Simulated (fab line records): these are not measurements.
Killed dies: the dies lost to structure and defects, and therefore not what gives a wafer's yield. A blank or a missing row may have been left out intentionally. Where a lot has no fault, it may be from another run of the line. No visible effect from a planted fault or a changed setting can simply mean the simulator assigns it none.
Split-lot study | flow n5 finfet | route with 1938 steps; 7 lots, 21 wafers read

## THE SPLIT ITSELF
At N5_BEOL_M8_TRENCH_ETCH_37 (etches SiCOH lowk in C4F6/O2, target depth 93.478 nm, time 31.2 s), the setting bias w was moved away from the recipe's 185 W on 5 of the 21 wafers read, by -9.9% to +16.9%. The other wafers ran this setting at the recipe's value.

## FROM THE SPLIT TO THE READING: what the file shows between them, 7 steps
- N5_BEOL_M8_ETCH_41: etches SiCN in CH3F/O2, target depth 31.9 nm, time 57.8 s
- N5_BEOL_M8_STRIP_80: strips in N2/H2, time 10 s
- N5_BEOL_M8_OCD_MEAS_38
- N5_BEOL_M8_HM_STRIP_39: strips TiN in peroxide tin strip, target depth 25 nm, time 158 s
- N5_BEOL_M8_SRD_40: time 30 s
- N5_BEOL_M8_PRE_CLEAN_55: time 15 s
- N5_BEOL_M8_DEP_56: deposits SiCN from 3MS/NH3, target thk 10 nm, time 17.5 s

## THE READING
At N5_BEOL_M8_RS_MEAS_57, a four-point-probe measurement gives M8_RS in ohm/sq. Typical for fault-free wafers on this fab line: 0.285 ohm/sq, with standard deviation 0.008 ohm/sq.

wafer  | tool, chamber at the split | bias w as run, W | against the recipe | M8_RS, ohm/sq | against lot-mates on the recipe
L074.1 | rie diel-05, 1             | 185              | recipe             | 0.295         | -
L074.2 | rie diel-05, 2             | 185              | recipe             | 0.287         | -
L074.4 | rie diel-05, 0             | 185              | recipe             | 0.287         | -
L077.1 | rie diel-05, 1             | 185              | recipe             | 0.299         | -
L077.5 | rie diel-05, 0             | 185              | recipe             | 0.295         | -
L077.6 | rie diel-05, 3             | 185              | recipe             | 0.301         | -
L079.1 | rie diel-06, 2             | 185              | recipe             | 0.292         | -
L079.2 | rie diel-06, 0             | 166.6            | -9.9%              | 0.294         | +0.002
L079.3 | rie diel-06, 3             | 166.6            | -9.9%              | 0.299         | +0.007
L080.1 | rie diel-06, 2             | 185              | recipe             | 0.288         | -
L080.4 | rie diel-06, 1             | 185              | recipe             | 0.284         | -
L080.6 | rie diel-06, 2             | 185              | recipe             | 0.290         | -
L084.2 | rie diel-04, 1             | 185              | recipe             | 0.274         | -
L084.3 | rie diel-04, 3             | 185              | recipe             | 0.269         | -
L084.6 | rie diel-04, 1             | 185              | recipe             | 0.272         | -
L090.2 | rie diel-05, 1             | 185              | recipe             | 0.299         | -
L090.4 | rie diel-05, 2             | 216.2            | +16.9%             | 0.271         | -0.027
L090.5 | rie diel-05, 1             | 185              | recipe             | 0.298         | -
L092.1 | rie diel-04, 1             | 199.4            | +7.8%              | 0.274         | -0.007
L092.2 | rie diel-04, 3             | 185              | recipe             | 0.281         | -
L092.3 | rie diel-04, 2             | 199.4            | +7.8%              | 0.275         | -0.006

FIT RESULTS
A straight line over all 21 wafers: M8_RS changes by -0.00109 ohm/sq for each +1% of bias w; r = -0.56; the points scatter about the line by 0.0091 ohm/sq.
The same after taking each lot's own level away (the mean of its wafers on the recipe; 21 wafers): -0.00107 ohm/sq for each +1%; r = -0.85; scatter 0.0037 ohm/sq.
Per that fit: largest bias w move, reading shift of 0.018 ohm/sq.
Measured against the standard deviation above, the lots' own levels, which go from 0.2717 to 0.2985 ohm/sq, span 3.4 times it.
So the lot-to-lot level blurs the effect unless lot-mates are compared.
Check: with one of the wafers moved furthest among these (+16.9%) left out of the fit, the line predicts -0.0105 ohm/sq for it against its lot-mates. It came out at -0.0275 ohm/sq against them.
Tool readings at the split's step, against how far the setting was moved: rf vpp V r = +0.90.

## THE WHOLE CHAIN: every reading that the file lists as answering this split, in the file's order
step                      | what it does                                                      | reading                                                                   | change (the file's fit)               | r (the file's)
N5_BEOL_M8_TRENCH_ETCH_37 | etches SiCOH lowk in C4F6/O2, target depth 93.478 nm, time 31.2 s | rf vpp V                                                                  | +5.17 V for each +1% of the setting   | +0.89
N5_BEOL_M8_TRENCH_ETCH_37 | etches SiCOH lowk in C4F6/O2, target depth 93.478 nm, time 31.2 s | BEOL_M8.feature depth nm (the simulator's own value, which no gauge read) | +0.329 nm for each +1% of the setting | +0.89
N5_BEOL_M8_TRENCH_ETCH_37 | etches SiCOH lowk in C4F6/O2, target depth 93.478 nm, time 31.2 s | etch.depth nm (the simulator's own value, which no gauge read)            | +0.331 nm for each +1% of the setting | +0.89
N5_BEOL_M8_OCD_MEAS_38    |                                                                   | trench depth nm                                                           | +0.34 nm for each +1% of the setting  | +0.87
N5_BEOL_M8_RS_MEAS_57     | measures by four-point-probe                                      | M8_RS                                                                     | -0.00124 for each +1% of the setting  | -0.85

## THE FILE'S OWN FIT
M8_RS changes by -0.00124 ohm/sq for each +1% of bias w, r = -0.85.
